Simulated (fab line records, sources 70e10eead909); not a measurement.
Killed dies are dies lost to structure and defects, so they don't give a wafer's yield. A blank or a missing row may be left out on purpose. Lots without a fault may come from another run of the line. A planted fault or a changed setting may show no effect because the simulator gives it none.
Which tool did it? | flow nand_harc | 14 lots, 42 wafers sampled, at 5 steps of a route of 1159

WHAT THE GAUGES READ, wafer by wafer
NHARC_A_ONON_D1_THK_MEAS_21: measures by ellipsometry.
lot  | measured     | on            | thk_nm (nm)
L273 | day 8 20:55  | film_metro-02 | 1016 1015 1015
L275 | day 9 04:38  | film_metro-01 | 990 992 990
L277 | day 9 16:58  | film_metro-01 | 1003 1003 1004
L280 | day 9 23:47  | film_metro-02 | 993 992 995
L285 | day 10 23:32 | film_metro-02 | 1002 1000 1000
L283 | day 10 23:31 | film_metro-01 | 541 546 545
L282 | day 11 06:13 | film_metro-01 | 526 526 527
L284 | day 11 06:11 | film_metro-02 | 995 996 997
L287 | day 12 01:19 | film_metro-02 | 1016 1017 1018
L288 | day 12 01:18 | film_metro-01 | 1017 1019 1020
L289 | day 12 12:04 | film_metro-01 | 998 997 1000
L292 | day 12 22:16 | film_metro-01 | 989 989 991
L293 | day 13 14:59 | film_metro-02 | 1007 1008 1006
L294 | day 13 18:49 | film_metro-02 | 986 988 987

NHARC_END_SORT_01.
lot  | measured     | on        | killed_at_array | killed_at_other | killed_at_periphery | killed_dies | killed_open | killed_short
L283 | day 21 18:59 | prober-01 | 676 676 672     | 0 0 0           | 1 1 5               | 677 677 677 | 6 4 6       | 0 0 3
L282 | day 22 10:38 | prober-01 | 675 675 675     | 1 0 0           | 1 2 2               | 677 677 677 | 6 3 3       | 3 2 3

WHICH TOOL RAN EACH LOT (tool, then ch and the chambers of the sampled wafers, then the start)
lot  | NHARC_P_BONDPAD_CMP_19        | NHARC_A_ZERO_WELL_ETCH_13        | NHARC_A_ONON_D1_DEP_19
L273 | cmp-03 ch 0,2,3, day 7 06:05  | rie_si-01 ch 0,3, day 7 08:32    | pecvd_onon-02 ch 0, day 8 20:28
L275 | cmp-02 ch 0,1,2, day 7 17:26  | rie_si-04 ch 0,1,2, day 7 19:37  | pecvd_onon-03 ch 0, day 9 04:11
L277 | cmp-02 ch 0,3, day 8 05:30    | rie_si-04 ch 0,1, day 8 07:43    | pecvd_onon-02 ch 0, day 9 16:28
L280 | cmp-02 ch 0,1,2, day 8 14:38  | rie_si-01 ch 0,1,3, day 8 16:49  | pecvd_onon-03 ch 0, day 9 23:16
L285 | cmp-02 ch 0,1,2, day 9 13:19  | rie_si-04 ch 0,1,2, day 9 15:32  | pecvd_onon-02 ch 0, day 10 23:01
L283 | cmp-01 ch 1,2,3, day 9 15:14  | rie_si-01 ch 0,1,2, day 9 17:23  | pecvd_onon-03 ch 0, day 10 23:00
L282 | cmp-03 ch 1,3, day 9 19:05    | rie_si-03 ch 1,3, day 9 21:21    | pecvd_onon-03 ch 0, day 11 05:40
L284 | cmp-02 ch 0,2,3, day 9 20:56  | rie_si-01 ch 0,2,3, day 9 23:02  | pecvd_onon-02 ch 0, day 11 05:44
L287 | cmp-01 ch 0,1,3, day 10 14:10 | rie_si-03 ch 1,3, day 10 16:19   | pecvd_onon-02 ch 0, day 12 00:51
L288 | cmp-03 ch 0,2, day 10 16:08   | rie_si-04 ch 0,2, day 10 18:22   | pecvd_onon-04 ch 0, day 12 00:47
L289 | cmp-02 ch 1,3, day 11 00:35   | rie_si-04 ch 1,2, day 11 02:38   | pecvd_onon-04 ch 0, day 12 11:34
L292 | cmp-02 ch 0,1, day 11 11:13   | rie_si-01 ch 0,2,3, day 11 13:19 | pecvd_onon-04 ch 0, day 12 21:48
L293 | cmp-02 ch 0,1,3, day 12 01:58 | rie_si-03 ch 0,1,3, day 12 04:03 | pecvd_onon-03 ch 0, day 13 14:29
L294 | cmp-01 ch 1,2,3, day 12 08:44 | rie_si-03 ch 2,3, day 12 10:53   | pecvd_onon-04 ch 0, day 13 18:22
- NHARC_P_BONDPAD_CMP_19: polishes, t overpolish 30 s, cu recess touch 16 s, target thk 160.81 nm.
- NHARC_A_ZERO_WELL_ETCH_13: etches the open film in HBr/Cl2, target depth 120 nm, time 40.1 s.
- NHARC_A_ONON_D1_DEP_19: target thk 1000 nm.

WHAT THE TOOLS THEMSELVES READ (means of the sampled wafers that have a number; where no wafer has one, the mark that the record gives instead)
NHARC_P_BONDPAD_CMP_19.
lot  | tool   | motor_current_A (A) | overpolish_run_s (s)
L273 | cmp-03 | 12.9                | 30.002
L275 | cmp-02 | 12.7                | 29.997
L277 | cmp-02 | 11.4                | 30.006
L280 | cmp-02 | 12.3                | 29.998
L285 | cmp-02 | 12.4                | 30.000
L283 | cmp-01 | 12.0                | 30.007
L282 | cmp-03 | 12.4                | 30.007
L284 | cmp-02 | 12.3                | 29.996
L287 | cmp-01 | 12.0                | 30.005
L288 | cmp-03 | 12.5                | 29.998
L289 | cmp-02 | 10.6                | 30.005
L292 | cmp-02 | 11.3                | 30.008
L293 | cmp-02 | 11.4                | 30.001
L294 | cmp-01 | 11.9                | 29.994

NHARC_A_ZERO_WELL_ETCH_13.
lot  | tool      | drypump_motor_current_A (A) | oes_product_au (a.u.) | throttle_valve_pct (%)
L273 | rie_si-01 | 5.7                         | 1.011                 | 26.414
L275 | rie_si-04 | 5.9                         | 0.993                 | 26.401
L277 | rie_si-04 | 5.8                         | 0.989                 | 26.408
L280 | rie_si-01 | 5.4                         | 1.011                 | 26.404
L285 | rie_si-04 | 5.9                         | 0.990                 | 26.405
L283 | rie_si-01 | 5.8                         | 1.000                 | 26.407
L282 | rie_si-03 | 5.6                         | 0.995                 | 26.411
L284 | rie_si-01 | 6.1                         | 1.006                 | 26.408
L287 | rie_si-03 | 5.5                         | 0.990                 | 26.399
L288 | rie_si-04 | 5.7                         | 0.991                 | 26.412
L289 | rie_si-04 | 6.0                         | 1.003                 | 26.403
L292 | rie_si-01 | 6.0                         | 1.009                 | 26.403
L293 | rie_si-03 | 5.8                         | 1.000                 | 26.405
L294 | rie_si-03 | 5.8                         | 0.998                 | 26.414

THE ANSWER, worked out from the rows above alone
Rule: what is usual is taken from the lots themselves. Put in order of their means at a reading, lots are off if they are a third of the lots or fewer, leave a main group of 4 or more, and stand apart from it by a gap of 3 or more times the standard deviation of the main group's means; of several such gaps the widest counts. A main group whose means are all the same, to the digits that the tables above print for the reading, isn't used. A lot without any number at a reading at which 4 lots or more have one is off too. The other lots that the step has rows for count as sound. The gauges are gone through in route order, then the tools' own readings, and for those a lot's mean is taken as printed above. The first step at which some lot is off is used, and at that step the reading that is off furthest; a lot without a number counts as furthest.
Off: L283, L282, at NHARC_A_ONON_D1_THK_MEAS_21 (thk_nm). The main group: mean 1001 nm, standard deviation 11.
A tool fits if, at a process step before that reading, it ran every lot that is off, and no sound lot after the first of them. The gauges at NHARC_A_ONON_D1_THK_MEAS_21 are tried like those tools. None of those tried fits.

WHAT THE SIMULATOR HAD PUT IN
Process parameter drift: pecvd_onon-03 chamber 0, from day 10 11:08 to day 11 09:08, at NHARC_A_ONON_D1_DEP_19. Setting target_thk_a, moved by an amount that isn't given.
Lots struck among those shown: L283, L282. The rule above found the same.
